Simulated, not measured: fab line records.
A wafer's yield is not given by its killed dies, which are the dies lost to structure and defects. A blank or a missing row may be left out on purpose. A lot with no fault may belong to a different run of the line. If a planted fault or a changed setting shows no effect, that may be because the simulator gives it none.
fab line records + flow n5-finfet
[record]
- lots = 10
- wafers = 29
- last-day = 17
route steps=1938 shown BEOL_M4@1111 MIM_TOP_ETCH@1851 MIM_BOT_ETCH@1867 PASS1_CAP@1873 PAD_METAL@1893 PASSIVATION@1936
lots with no fault: from the same line, run without faults
start-h: hours from the record's opening day to when the first of the lot's shown wafers began + wait-h: hours since the lot's step before + " identical to the entry in the row above + L1.1+2: a single row standing in for several wafers + - no value, or no start was given + * or withheld: withheld + < > ~ a bound
route shown NAME@n: a module of which the file shows steps, and the number in the route of the first + usual: mean/standard deviation of fault-free wafers + same: alike in all rows + chamber/n: place in a boat + sites: per-site readings + _std_site: the values' standard deviation + _edge_site: inner sites' mean taken away from outer sites' mean + radius-mm: for every site, how far away it sits from the centre of the wafer + mask NAME#n: copy n + behind: the tool/chamber that last shaped the wafer + hold: what put the lot on hold/how long, in hours/how the hold closed + device: whichever transistor did not switch (one of n, p or np) + end of line: at the end of the route, the tests of the same wafers + for a step that has no rows: nothing shown but its recipe + killed: count of dies lost to structure and defects at first sort (not the wafer's yield) + map: a wafer's dies, marking killed ones x, the rest . and places with no die _
set.NAME: the setting that was run; set.NAME@STEP: the one run at that earlier step + model.NAME: the simulator's own value behind a step, which no gauge read
a sample of lots followed through the steps of the route, with each step as a table and each wafer as a row
services: the hour from which a tool's chamber was out of use, counted from the record's first day as start-h (under 0 if before that day), plus the number of hours and why
[[steps]]
[step N5_BEOL_M4_RC_MEAS_101]
[usual]
- DIBL_N = 35.9/2.5
- DIBL_P = 36.0/3
- IOFF_N = 0.16/0.047
- IOFF_P = 0.21/0.047
- ION_N = 671/14
- ION_P = 460/8.8
- SS_N = 71.5/0.73
- SS_P = 73.2/0.91
- VT_N = 250/4.3
- VT_P = -251/3.6
| lot.wafer | tool      | chamber | start-h | wait-h | DIBL_N[mV/V] | DIBL_P[mV/V] | IOFF_N[nA/um] | IOFF_P[nA/um] | ION_N[uA/um] | ION_P[uA/um] | SS_N[mV/dec] | SS_P[mV/dec] | VT_N[mV] | VT_P[mV] |
|-----------|-----------|---------|---------|--------|--------------|--------------|---------------|---------------|--------------|--------------|--------------|--------------|----------|----------|
| L503.3    | prober-02 | 0       | 162.56  | 0.3    | 34.8         | 34.4         | 0.14          | 0.19          | 662          | 453          | 71.0         | 73.3         | 250      | -254     |
| L503.4    | "         | 0       | "       | "      | 37.7         | 37.2         | 0.20          | 0.22          | 679          | 465          | 72.4         | 73.2         | 245      | -251     |
| L503.5    | "         | 0       | "       | "      | 34.1         | 33.6         | 0.14          | 0.17          | 653          | 444          | 70.5         | 72.7         | 249      | -256     |
| L504.1    | prober-01 | 0       | 166.79  | 0.0    | 35.4         | 36.4         | 0.15          | 0.18          | 667          | 451          | 71.5         | 73.3         | 253      | -254     |
| L504.2    | "         | 0       | "       | "      | 32.2         | 32.9         | 0.11          | 0.16          | 653          | 451          | 70.5         | 72.3         | 252      | -254     |
| L504.3    | "         | 0       | "       | "      | 35.9         | 37.2         | 0.16          | 0.20          | 682          | 467          | 71.4         | 73.0         | 250      | -254     |
| L509.2    | prober-02 | 0       | 191.38  | 0.2    | 37.6         | 35.2         | 0.16          | 0.20          | 657          | 450          | 72.0         | 73.0         | 254      | -249     |
| L509.4    | "         | 0       | "       | "      | 40.0         | 40.5         | 0.24          | 0.31          | 689          | 466          | 72.2         | 74.5         | 243      | -243     |
| L509.6    | "         | 0       | "       | "      | 34.1         | 33.2         | 0.12          | 0.17          | 648          | 447          | 70.2         | 72.8         | 254      | -254     |
| L512.1    | prober-01 | 0       | 222.17  | 0.0    | 31.1         | 29.3         | 0.08          | 0.12          | 650          | 452          | 69.3         | 70.9         | 257      | -257     |
| L512.4    | "         | 0       | "       | "      | 34.7         | 32.3         | 0.11          | 0.15          | 642          | 444          | 71.4         | 72.0         | 256      | -253     |
| L512.5    | "         | 0       | "       | "      | 34.7         | 32.0         | 0.12          | 0.14          | 655          | 444          | 70.7         | 71.4         | 253      | -253     |
| L513.1    | prober-02 | 0       | 225.20  | 0.0    | 36.7         | 38.3         | 0.19          | 0.26          | 684          | 480          | 71.8         | 73.1         | 246      | -247     |
| L513.6    | "         | 0       | "       | "      | 30.7         | 32.0         | 0.10          | 0.18          | 639          | 456          | 70.1         | 71.6         | 255      | -248     |
| L515.1    | prober-01 | 0       | 242.51  | 0.0    | 37.4         | 36.6         | 0.15          | 0.22          | 652          | 455          | 71.4         | 73.4         | 252      | -252     |
| L515.3    | "         | 0       | "       | "      | 31.7         | 30.3         | 0.09          | 0.13          | 658          | 451          | 70.4         | 72.4         | 256      | -260     |
| L515.4    | "         | 0       | "       | "      | 41.4         | 41.5         | 0.27          | 0.27          | 695          | 458          | 72.6         | 74.5         | 242      | -251     |
| L517.1    | prober-02 | 0       | 243.14  | 0.0    | 37.2         | 37.0         | 0.18          | 0.18          | 670          | 450          | 71.4         | 72.8         | 248      | -253     |
| L517.4    | "         | 0       | "       | "      | 36.7         | 37.9         | 0.17          | 0.22          | 678          | 458          | 71.9         | 74.4         | 247      | -252     |
| L517.5    | "         | 0       | "       | "      | 33.2         | 33.6         | 0.12          | 0.15          | 664          | 462          | 70.7         | 72.6         | 253      | -255     |
| L516.1    | prober-02 | 0       | 247.27  | 0.0    | 39.5         | 42.5         | 0.25          | 0.28          | 685          | 468          | 71.5         | 74.9         | 242      | -246     |
| L516.2    | "         | 0       | "       | "      | 32.7         | 34.3         | 0.12          | 0.16          | 655          | 451          | 70.2         | 72.8         | 251      | -254     |
| L516.3    | "         | 0       | "       | "      | 34.8         | 35.9         | 0.14          | 0.18          | 656          | 448          | 70.5         | 73.0         | 251      | -255     |
| L523.2    | prober-01 | 0       | 283.90  | 0.2    | 34.3         | 34.8         | 0.13          | 0.19          | 667          | 460          | 71.5         | 73.0         | 253      | -252     |
| L523.4    | "         | 0       | "       | "      | 35.8         | 37.5         | 0.15          | 0.22          | 654          | 457          | 71.7         | 73.7         | 251      | -249     |
| L523.6    | "         | 0       | "       | "      | 37.4         | 40.5         | 0.21          | 0.29          | 692          | 473          | 72.7         | 74.5         | 243      | -244     |
| L525.1    | prober-02 | 0       | 300.24  | 0.0    | 35.0         | 35.1         | 0.13          | 0.19          | 655          | 452          | 71.1         | 72.8         | 255      | -252     |
| L525.5    | "         | 0       | "       | "      | 34.7         | 34.8         | 0.15          | 0.19          | 681          | 468          | 71.2         | 73.5         | 251      | -250     |
| L525.6    | "         | 0       | "       | "      | 32.9         | 32.7         | 0.10          | 0.16          | 656          | 455          | 71.0         | 72.0         | 259      | -254     |
[step N5_MIM_TOP_ETCH_ETCH_00]
[recipe]
- chemistry = Cl2/BCl3
- target = TiN
- target-depth-a = 385
- ion-energy-ev = 150
- pressure-mtorr = 10
- icp-w = 1000
- bias-w = 126
- Cl2_flow_sccm = 53.25
- bcl3-flow-sccm = 21.75
- Ar_flow_sccm = 25
[usual]
- chamber-pressure-mTorr = 10.002/0.009
- drypump-motor-current-A = 5.7/0.4
- oes-product-au = 0.82/0.095
- rf-fwd-power-W = 994/3.4
- throttle-valve-pct = 22.88/0.17
| lot.wafer | tool         | chamber | start-h | wait-h | chamber-pressure-mTorr | drypump-motor-current-A | oes-product-au | rf-fwd-power-W | rf-hours-counter-h | throttle-valve-pct |
|-----------|--------------|---------|---------|--------|------------------------|-------------------------|----------------|----------------|--------------------|--------------------|
| L503.3    | rie-metal-03 | 1       | 254.48  | 0.1    | 9.991                  | 6.0                     | 0.88           | 990            | -                  | 22.61              |
| L503.4    | "            | 0       | "       | "      | 9.999                  | 6.0                     | 0.67           | 993            | -                  | 23.11              |
| L503.5    | "            | 1       | "       | "      | 10.004                 | 6.1                     | 0.88           | 992            | -                  | 22.64              |
| L504.1    | rie-metal-01 | 1       | 264.45  | 0.1    | 10.005                 | 5.8                     | 0.83           | 1001           | 26                 | 22.84              |
| L504.2    | "            | 0       | "       | "      | 10.006                 | 5.6                     | 0.92           | 996            | 10                 | 22.87              |
| L504.3    | "            | 1       | "       | "      | 10.007                 | 5.8                     | 0.84           | 1002           | -                  | 22.81              |
| L509.2    | rie-metal-02 | 0       | 288.12  | 0.1    | 10.010                 | 5.6                     | 0.87           | 996            | 13                 | 22.83              |
| L509.4    | "            | 1       | "       | "      | 9.994                  | 4.7                     | 0.65           | 996            | -                  | 23.26              |
| L509.6    | "            | 0       | "       | "      | 9.993                  | 5.6                     | 0.87           | 995            | -                  | 22.84              |
| L513.1    | rie-metal-03 | 1       | 318.81  | 0.1    | 9.998                  | 6.0                     | 0.87           | 1003           | 21                 | 22.65              |
| L513.6    | "            | 0       | "       | "      | 9.988                  | 6.0                     | 0.66           | 994            | -                  | 23.11              |
| L512.1    | rie-metal-01 | 1       | 318.88  | 0.1    | 9.996                  | 5.9                     | 0.81           | 991            | 32                 | 22.83              |
| L512.4    | "            | 1       | "       | "      | 9.996                  | 5.9                     | 0.82           | 991            | -                  | 22.84              |
| L512.5    | "            | 0       | "       | "      | 10.000                 | 5.6                     | 0.88           | 997            | -                  | 22.91              |
| L516.1    | rie-metal-01 | 0       | 336.08  | 0.1    | 9.996                  | 5.6                     | 0.89           | 998            | 16                 | 22.88              |
| L516.2    | "            | 1       | "       | "      | 9.996                  | 5.9                     | 0.82           | 994            | 33                 | 22.85              |
| L516.3    | "            | 1       | "       | "      | 10.008                 | 5.9                     | 0.82           | 992            | -                  | 22.82              |
| L515.1    | rie-metal-03 | 1       | 336.46  | 0.1    | 9.986                  | 6.0                     | 0.86           | 987            | 23                 | 22.63              |
| L515.3    | "            | 0       | "       | "      | 10.010                 | 6.0                     | 0.67           | 1001           | -                  | 23.13              |
| L515.4    | "            | 1       | "       | "      | 10.006                 | 6.0                     | 0.85           | 995            | -                  | 22.65              |
| L517.1    | rie-metal-03 | 0       | 343.20  | 0.1    | 10.011                 | 6.0                     | 0.59           | 994            | 96                 | 23.12              |
| L517.4    | "            | 1       | "       | "      | 9.991                  | 6.0                     | 0.76           | 993            | -                  | 22.65              |
| L517.5    | "            | 0       | "       | "      | 10.003                 | 6.0                     | 0.66           | 999            | -                  | 23.10              |
| L523.2    | rie-metal-03 | 0       | 369.73  | 0.1    | 9.986                  | 6.0                     | 0.66           | 993            | 98                 | 23.11              |
| L523.4    | "            | 1       | "       | "      | 9.996                  | 6.0                     | 0.75           | 997            | -                  | 22.67              |
| L523.6    | "            | 1       | "       | "      | 10.007                 | 6.0                     | 0.76           | 998            | -                  | 22.65              |
| L525.1    | rie-metal-02 | 0       | 395.44  | 0.1    | 10.008                 | 5.6                     | 0.83           | 995            | 23                 | 22.87              |
| L525.5    | "            | 0       | "       | "      | 10.017                 | 5.6                     | 0.82           | 993            | -                  | 22.87              |
| L525.6    | "            | 1       | "       | "      | 9.987                  | 4.7                     | 0.95           | 995            | -                  | 22.67              |
[step N5_MIM_BOT_ETCH_ETCH_03]
[recipe]
- chemistry = Cl2/BCl3
- target-depth-a = 120
- pressure-mtorr = 8
- icp-w = 800
- bias-w = 100
- Cl2_flow_sccm = 20
- bcl3-flow-sccm = 80
[usual]
- chamber-pressure-mTorr = 7.999/0.0074
- drypump-motor-current-A = 5.6/0.43
- oes-product-au = 0.84/0.085
- rf-fwd-power-W = 793.8/2.8
- throttle-valve-pct = 27.76/0.23
| lot.wafer | tool         | chamber | start-h | wait-h | chamber-pressure-mTorr | drypump-motor-current-A | oes-product-au | rf-fwd-power-W | rf-hours-counter-h | throttle-valve-pct |
|-----------|--------------|---------|---------|--------|------------------------|-------------------------|----------------|----------------|--------------------|--------------------|
| L503.3    | rie-metal-03 | 0       | 255.27  | 0.1    | 7.998                  | 6.0                     | 0.67           | 791.1          | -                  | 28.12              |
| L503.4    | "            | 1       | "       | "      | 8.006                  | 6.0                     | 0.87           | 793.4          | -                  | 27.31              |
| L503.5    | "            | 0       | "       | "      | 8.003                  | 6.0                     | 0.67           | 794.0          | -                  | 28.11              |
| L504.1    | rie-metal-03 | 1       | 266.14  | 0.1    | 7.991                  | 6.0                     | 0.88           | 789.8          | 16                 | 27.30              |
| L504.2    | "            | 1       | "       | "      | 8.013                  | 6.0                     | 0.88           | 789.7          | -                  | 27.30              |
| L504.3    | "            | 1       | "       | "      | 7.997                  | 6.0                     | 0.88           | 792.2          | -                  | 27.33              |
| L509.2    | rie-metal-03 | 1       | 289.01  | 0.1    | 8.004                  | 6.0                     | 0.87           | 796.0          | 19                 | 27.30              |
| L509.4    | "            | 0       | "       | "      | 7.995                  | 6.0                     | 0.67           | 791.9          | -                  | 28.11              |
| L509.6    | "            | 0       | "       | "      | 8.005                  | 6.1                     | 0.67           | 792.9          | -                  | 28.13              |
| L513.1    | rie-metal-01 | 0       | 319.99  | 0.1    | 8.002                  | 5.6                     | 0.88           | 800.5          | 15                 | 27.81              |
| L513.6    | "            | 1       | "       | "      | 7.995                  | 5.9                     | 0.83           | 792.5          | -                  | 27.73              |
| L512.1    | rie-metal-02 | 1       | 320.04  | 0.1    | 7.995                  | 4.7                     | 0.63           | 795.2          | 110                | 28.37              |
| L512.4    | "            | 1       | "       | "      | 7.990                  | 4.7                     | 0.63           | 797.9          | -                  | 28.36              |
| L512.5    | "            | 0       | "       | "      | 7.992                  | 5.6                     | 0.86           | 793.0          | -                  | 27.82              |
| L516.1    | rie-metal-02 | 0       | 337.03  | 0.1    | 8.006                  | 5.6                     | 0.85           | 791.2          | 18                 | 27.81              |
| L516.2    | "            | 0       | "       | "      | 8.012                  | 5.6                     | 0.84           | 792.5          | -                  | 27.81              |
| L516.3    | "            | 0       | "       | "      | 7.987                  | 5.6                     | 0.84           | 791.5          | -                  | 27.81              |
| L515.1    | rie-metal-01 | 1       | 337.43  | 0.1    | 8.008                  | 5.9                     | 0.82           | 791.9          | 33                 | 27.74              |
| L515.3    | "            | 1       | "       | "      | 7.993                  | 5.9                     | 0.82           | 797.5          | -                  | 27.74              |
| L515.4    | "            | 0       | "       | "      | 7.995                  | 5.6                     | 0.88           | 794.6          | -                  | 27.83              |
| L517.5    | rie-metal-03 | 0       | 344.19  | 0.1    | 7.999                  | 6.1                     | 0.66           | 793.2          | -                  | 28.13              |
| L523.2    | rie-metal-01 | 1       | 370.70  | 0.1    | 8.004                  | 5.8                     | 0.81           | 795.3          | 37                 | 27.77              |
| L525.1    | rie-metal-02 | 0       | 396.48  | 0.1    | 8.025                  | 5.6                     | 0.82           | 794.3          | 23                 | 27.81              |
| L525.5    | "            | 1       | "       | "      | 7.996                  | 4.7                     | 0.95           | 792.1          | -                  | 27.63              |
| L525.6    | "            | 0       | "       | "      | 7.998                  | 5.6                     | 0.82           | 793.5          | -                  | 27.80              |
[step N5_PASSIVATION_PECVD_55]
[recipe]
- material = SiO2
- target-thk-a = 4000
- temp-c = 400
- precursor = SiH4/N2O
- pressure-torr = 2.7
- rf-w = 608
- time-s = 22.5
[usual]
- heater-power-outer-w = 380/55
- heater-power-w = 649/86
- rf-fwd-power-W = 599.5/2.9
- showerhead-plenum-p-Torr = 8.25/0.078
- throttle-valve-pct = 53.0/2.8
| lot.wafer | tool     | chamber | start-h | wait-h | heater-power-outer-w | heater-power-w | rf-fwd-power-W | showerhead-plenum-p-Torr | throttle-valve-pct |
|-----------|----------|---------|---------|--------|----------------------|----------------|----------------|--------------------------|--------------------|
| L503.3    | pecvd-04 | 1       | 256.01  | 0.0    | 337                  | 602            | 595.3          | 8.27                     | 54.1               |
| L503.4    | "        | 1       | "       | "      | 351                  | 628            | 598.0          | 8.26                     | 54.1               |
| L503.5    | "        | 0       | "       | "      | 472                  | 795            | 606.6          | 8.21                     | 51.4               |
| L504.1    | pecvd-01 | 1       | 267.13  | 0.0    | 349                  | 580            | 594.8          | 8.26                     | 51.5               |
| L504.2    | "        | 2       | "       | "      | 370                  | 585            | 594.7          | 8.27                     | 54.6               |
| L504.3    | "        | 0       | "       | "      | 460                  | 824            | 600.4          | 8.40                     | 56.2               |
| L509.2    | pecvd-03 | 2       | 289.75  | 0.0    | 352                  | 621            | 601.2          | 8.13                     | 47.8               |
| L509.4    | "        | 2       | "       | "      | 369                  | 629            | 602.3          | 8.14                     | 48.0               |
| L509.6    | "        | 1       | "       | "      | 355                  | 589            | 600.8          | 8.24                     | 56.0               |
| L513.1    | pecvd-03 | 0       | 320.73  | 0.0    | 493                  | 800            | 599.5          | 8.17                     | 51.9               |
| L513.6    | "        | 0       | "       | "      | 404                  | 666            | 604.3          | 8.15                     | 52.0               |
| L512.1    | pecvd-01 | 1       | 320.86  | 0.0    | 380                  | 629            | 596.7          | 8.26                     | 51.7               |
| L512.4    | "        | 2       | "       | "      | 353                  | 579            | 597.8          | 8.27                     | 54.5               |
| L512.5    | "        | 1       | "       | "      | 397                  | 655            | 595.5          | 8.26                     | 51.8               |
| L516.1    | pecvd-03 | 1       | 337.98  | 0.0    | 343                  | 586            | 600.0          | 8.26                     | 56.1               |
| L516.2    | "        | 0       | "       | "      | 460                  | 787            | 601.2          | 8.16                     | 52.1               |
| L516.3    | "        | 2       | "       | "      | 301                  | 547            | 599.9          | 8.16                     | 48.2               |
| L515.1    | pecvd-01 | 1       | 338.17  | 0.0    | 361                  | 622            | 596.8          | 8.25                     | 51.4               |
| L515.3    | "        | 2       | "       | "      | 372                  | 608            | 596.3          | 8.24                     | 55.0               |
| L515.4    | "        | 1       | "       | "      | 395                  | 636            | 597.2          | 8.28                     | 51.6               |
| L517.5    | pecvd-03 | 1       | 344.87  | 0.0    | 344                  | 579            | 603.5          | 8.27                     | 56.0               |
| L523.2    | pecvd-03 | 0       | 371.43  | 0.0    | 482                  | 801            | 597.2          | 8.15                     | 52.4               |
| L525.1    | pecvd-04 | 2       | 397.25  | 0.0    | 396                  | 744            | 602.3          | 8.25                     | 49.6               |
| L525.5    | "        | 2       | "       | "      | 322                  | 616            | 600.8          | 8.26                     | 49.4               |
| L525.6    | "        | 0       | "       | "      | 407                  | 693            | 601.7          | 8.25                     | 51.2               |
[step N5_PASSIVATION_DEGAS_18]
[recipe]
- ambient = vacuum
- temp-c = 300
- time-s = 60
[usual]
- heater-power-w = 464/23
| lot.wafer | tool           | chamber | start-h | wait-h | heater-power-w |
|-----------|----------------|---------|---------|--------|----------------|
| L503.3    | pvd-sputter-01 | -       | 258.81  | 0.7    | 488            |
| L503.4    | "              | -       | "       | "      | 465            |
| L503.5    | "              | -       | "       | "      | 446            |
| L504.1    | pvd-sputter-01 | -       | 270.23  | 0.3    | 444            |
| L504.2    | "              | -       | "       | "      | 461            |
| L504.3    | "              | -       | "       | "      | 474            |
| L509.2    | pvd-sputter-02 | -       | 291.49  | 0.5    | 460            |
| L509.4    | "              | -       | "       | "      | 472            |
| L509.6    | "              | -       | "       | "      | 465            |
| L513.1    | pvd-sputter-03 | -       | 324.25  | 0.8    | 427            |
| L513.6    | "              | -       | "       | "      | 437            |
| L512.1    | pvd-sputter-03 | -       | 325.78  | 0.9    | 485            |
| L512.4    | "              | -       | "       | "      | 427            |
| L512.5    | "              | -       | "       | "      | 474            |
| L516.1    | pvd-sputter-02 | -       | 340.32  | 0.4    | 459            |
| L516.2    | "              | -       | "       | "      | 460            |
| L516.3    | "              | -       | "       | "      | 421            |
| L515.1    | pvd-sputter-02 | -       | 340.76  | 0.8    | 462            |
| L515.3    | "              | -       | "       | "      | 478            |
| L515.4    | "              | -       | "       | "      | 489            |
| L517.5    | pvd-sputter-03 | -       | 348.26  | 1.1    | 481            |
| L523.2    | pvd-sputter-03 | -       | 375.33  | 0.5    | 473            |
| L525.1    | pvd-sputter-02 | -       | 400.09  | 0.3    | 464            |
| L525.5    | "              | -       | "       | "      | 457            |
| L525.6    | "              | -       | "       | "      | 494            |
[step N5_PASSIVATION_PROBE_49]
[usual]
- defect-limited-yield = 91.4/1.4
- killed_at_M0_to_M3 = 34/8.9
- killed_at_M4_up = 13/4.6
- killed-at-contacts = 12/5.5
- killed-at-front-end = 41/11
- killed-at-other = 3.1/2.9
- killed-dies = 102/16
- killed-on-rim = 13/4.2
- killed-open = 66/11
- killed-short = 34/7.6
- sort_bin_5_function = 5.1/0.89
- sort_bin_6_memory = 3.2/0.61
- sort_bin_8_speed = 0.02/0.12
- sort-n-pass = 1078/16
[same]
- gross-dies = 1180
- killed-at-back-side = 0
- sort_bin_4_leakage[%] = 0
| lot.wafer | tool      | chamber | start-h | wait-h | defect-limited-yield[%] | killed_at_M0_to_M3 | killed_at_M4_up | killed-at-contacts | killed-at-front-end | killed-at-other | killed-dies | killed-on-rim | killed-open | killed-short | sort_bin_5_function[%] | sort_bin_6_memory[%] | sort_bin_8_speed[%] | sort-n-pass |
|-----------|-----------|---------|---------|--------|-------------------------|--------------------|-----------------|--------------------|---------------------|-----------------|-------------|---------------|-------------|--------------|------------------------|----------------------|---------------------|-------------|
| L513.6    | prober-02 | -       | 330.20  | 0.3    | 90.7                    | 39                 | 15              | 12                 | 38                  | 6               | 110         | 17            | 71          | 39           | 5.5                    | 3.6                  | 1.36                | 1054        |
| L515.1    | prober-01 | -       | 346.62  | 0.0    | 90.0                    | 41                 | 20              | 19                 | 34                  | 4               | 118         | 22            | 82          | 36           | 5.6                    | 3.7                  | 0                   | 1062        |
| L515.3    | prober-01 | -       | 346.72  | 0.1    | 91.0                    | 31                 | 16              | 10                 | 47                  | 2               | 106         | 21            | 64          | 35           | 4.8                    | 3.5                  | 0                   | 1074        |
| L515.4    | prober-01 | -       | 346.77  | 0.2    | 91.2                    | 27                 | 13              | 13                 | 47                  | 4               | 104         | 14            | 64          | 40           | 5.3                    | 3.3                  | 0                   | 1076        |
| L517.1    | prober-01 | -       | 354.29  | 0.0    | 0                       | 27                 | 9               | 15                 | 48                  | 1081            | 1180        | 152           | 70          | 37           | 95.4                   | 4.2                  | 0                   | 0           |
| L517.4    | prober-01 | -       | 354.44  | 0.2    | 14.7                    | 24                 | 10              | 15                 | 35                  | 923             | 1007        | 152           | 59          | 29           | 82.4                   | 2.5                  | 0                   | 173         |
| L517.5    | prober-01 | -       | 354.49  | 0.2    | 93.0                    | 26                 | 11              | 8                  | 37                  | 1               | 83          | 8             | 53          | 26           | 3.4                    | 3.1                  | 0                   | 1097        |
| L523.2    | prober-01 | -       | 380.96  | 0.1    | 92.7                    | 19                 | 10              | 22                 | 35                  | 0               | 86          | 8             | 53          | 32           | 3.9                    | 3.1                  | 0.08                | 1094        |
| L523.4    | prober-01 | -       | 381.06  | 0.2    | 22.4                    | 41                 | 15              | 15                 | 27                  | 818             | 916         | 151           | 68          | 32           | 74.8                   | 2.5                  | 0                   | 264         |
| L523.6    | prober-01 | -       | 381.16  | 0.3    | 25.8                    | 29                 | 21              | 14                 | 22                  | 789             | 875         | 149           | 67          | 19           | 71.4                   | 2.6                  | 0                   | 305         |
// killed by level:class
L513.6 FIN_SAQP:geometric-particle:short=11 MOL_CONTACT_COAG:geometric-particle:open=10 BEOL_M1:geometric-particle:open=10 BEOL_M0_SAQP:geometric-particle:short=9 FIN_SAQP:geometric-particle:open=7 BEOL_M2:geometric-particle:open=7 BEOL_M4:geometric-particle:open=6 BEOL_M0_SAQP:geometric-particle:open=5
L515.1 BEOL_M0_SAQP:geometric-particle:open=15 MOL_CONTACT_COAG:geometric-particle:open=11 BEOL_M4:geometric-particle:open=10 FIN_SAQP:geometric-particle:open=8 MOL_CONTACT_COAG:geometric-particle:short=8 BEOL_M3:geometric-particle:open=7 BEOL_M0_SAQP:geometric-particle:short=6 FIN_SAQP:geometric-particle:short=5
L515.3 FIN_SAQP:geometric-particle:open=11 STI_FIN_REVEAL:geometric-particle:open=11 BEOL_M0_SAQP:geometric-particle:short=11 MOL_CONTACT_COAG:geometric-particle:open=8 BEOL_M0_SAQP:geometric-particle:open=7 HKMG_FIN:area-etch=7 BEOL_M4:geometric-particle:open=6 STARTING-WAFER:geometric-particle:short=6
L515.4 FIN_SAQP:geometric-particle:short=17 FIN_SAQP:geometric-particle:open=15 MOL_CONTACT_COAG:geometric-particle:open=12 BEOL_M0_SAQP:geometric-particle:open=8 BEOL_M0:geometric-particle:open=7 STI_FIN_REVEAL:geometric-particle:open=6 BEOL_M0_SAQP:geometric-particle:short=5 BEOL_M4:geometric-particle:short=4
L517.1 MIM_TOP_ETCH:area-etch=1072 FIN_SAQP:geometric-particle:short=13 FIN_SAQP:geometric-particle:open=12 MOL_CONTACT_COAG:geometric-particle:open=11 STI_FIN_REVEAL:geometric-particle:open=9 BEOL_M0_SAQP:geometric-particle:open=6 BEOL_M3:geometric-particle:open=5 GATE_CUT:geometric-particle:short=4
L517.4 MIM_TOP_ETCH:area-etch=918 MOL_CONTACT_COAG:geometric-particle:open=11 FIN_SAQP:geometric-particle:short=7 STI_FIN_REVEAL:geometric-particle:open=6 ILD0:geometric-particle:short=5 BEOL_M0:geometric-particle:open=5 BEOL_M2:geometric-particle:open=5 BEOL_M3:geometric-particle:open=5
L517.5 STI_FIN_REVEAL:geometric-particle:open=9 MOL_CONTACT_COAG:geometric-particle:open=8 BEOL_M1:geometric-particle:open=8 FIN_SAQP:geometric-particle:open=6 BEOL_M0_SAQP:geometric-particle:open=5 BEOL_M0_SAQP:geometric-particle:short=5 BEOL_M3:geometric-particle:open=5 FIN_SAQP:geometric-particle:short=4
L523.2 MOL_CONTACT_COAG:geometric-particle:open=17 DUMMY_GATE:geometric-particle:open=6 GATE_CUT:geometric-particle:short=6 BEOL_M0_SAQP:geometric-particle:short=6 BEOL_M4:geometric-particle:open=6 STARTING-WAFER:geometric-particle:short=6 MOL_CONTACT_COAG:geometric-particle:short=5 STARTING-WAFER:geometric-particle:open=4
L523.4 MIM_TOP_ETCH:area-etch=815 MOL_CONTACT_COAG:geometric-particle:open=14 BEOL_M0_SAQP:geometric-particle:open=13 BEOL_M3:geometric-particle:open=12 DUMMY_GATE:geometric-particle:open=7 FIN_SAQP:geometric-particle:short=6 BEOL_M0_SAQP:geometric-particle:short=5 STARTING-WAFER:geometric-particle:short=5
L523.6 MIM_TOP_ETCH:area-etch=787 MOL_CONTACT_COAG:geometric-particle:open=12 BEOL_M4:geometric-particle:open=12 BEOL_M3:geometric-particle:open=10 BEOL_M0_SAQP:geometric-particle:open=9 BEOL_M2:geometric-particle:open=6 DUMMY_GATE:geometric-particle:open=4 STARTING-WAFER:geometric-particle:short=4
[[services]]
| tool           | chamber | start-h | hours | kind           |
|----------------|---------|---------|-------|----------------|
| rie-metal-03   | -       | 259.59  | 0.7   | repair         |
| rie-metal-03   | 0       | 260.65  | 6.9   | repair         |
| pecvd-03       | -       | 262.39  | 14.6  | pm             |
| rie-metal-01   | 0       | 269.93  | 3.0   | repair         |
| pecvd-01       | -       | 271.15  | 6.0   | pm             |
| rie-metal-02   | 0       | 278.28  | 5.4   | repair         |
| pecvd-03       | 1       | 281.75  | 5.5   | scheduled-down |
| pecvd-03       | 0       | 282.40  | 9.6   | repair         |
| rie-metal-03   | -       | 291.48  | 2.8   | pm             |
| pecvd-04       | -       | 307.90  | 2.5   | repair         |
| pecvd-03       | 2       | 311.14  | 10.7  | repair         |
| rie-metal-02   | 1       | 325.48  | -     | clean          |
| rie-metal-02   | 1       | 325.48  | 17.8  | scheduled-down |
| rie-metal-02   | 1       | 325.48  | 17.8  | vent-cycle     |
| pecvd-03       | 2       | 345.59  | 2.1   | scheduled-down |
| pecvd-03       | 1       | 355.53  | 5.0   | scheduled-down |
| pecvd-03       | 2       | 363.41  | 5.5   | scheduled-down |
| pvd-sputter-01 | -       | 366.77  | 2.1   | repair         |
| pecvd-01       | 0       | 376.50  | 2.1   | repair         |
| pvd-sputter-03 | -       | 381.22  | 0.7   | repair         |
| pecvd-01       | 1       | 384.43  | 5.5   | scheduled-down |
| pecvd-04       | 1       | 392.95  | 4.7   | repair         |
[[key]]
[first-sign]
- step = N5_PASSIVATION_PROBE_49
- reading = killed-at-other
- direction = up
- sigmas = 99+
- usual = 3.1
- struck = 902.8
[effect]
- step = N5_PASSIVATION_PROBE_49
- reading = sort_bin_5_function
- direction = up
- sigmas = 85
- usual = 5.1
- struck = 81.0
[more-kills-born-at]
- N5_MIM_TOP_ETCH_ETCH_00@rie-metal-03 = 3592
met-at N5_MIM_TOP_ETCH_ETCH_00
struck-lots L517,L523
struck-wafers L517.1,L517.4,L523.4,L523.6
later-rows-left-out L517.1,L517.4,L523.4,L523.6
not-acting-at N5_MIM_BOT_ETCH_ETCH_03,N5_PASSIVATION_PECVD_55,N5_PASSIVATION_DEGAS_18
onset-between 336.46 343.20
[fault]
- kind = process-parameter-drift
- tool = rie-metal-03
- chamber = -
- onset-h = 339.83
- steps = N5_MIM_TOP_ETCH_ETCH_00
- channel = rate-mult
- offset = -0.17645
- shape = step
- end-h = 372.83
- scope = struck-wafers-only
// later-rows-left-out: the simulator's readings of these wafers behind a module that went badly wrong aren't trusted and aren't shown, but for the sort
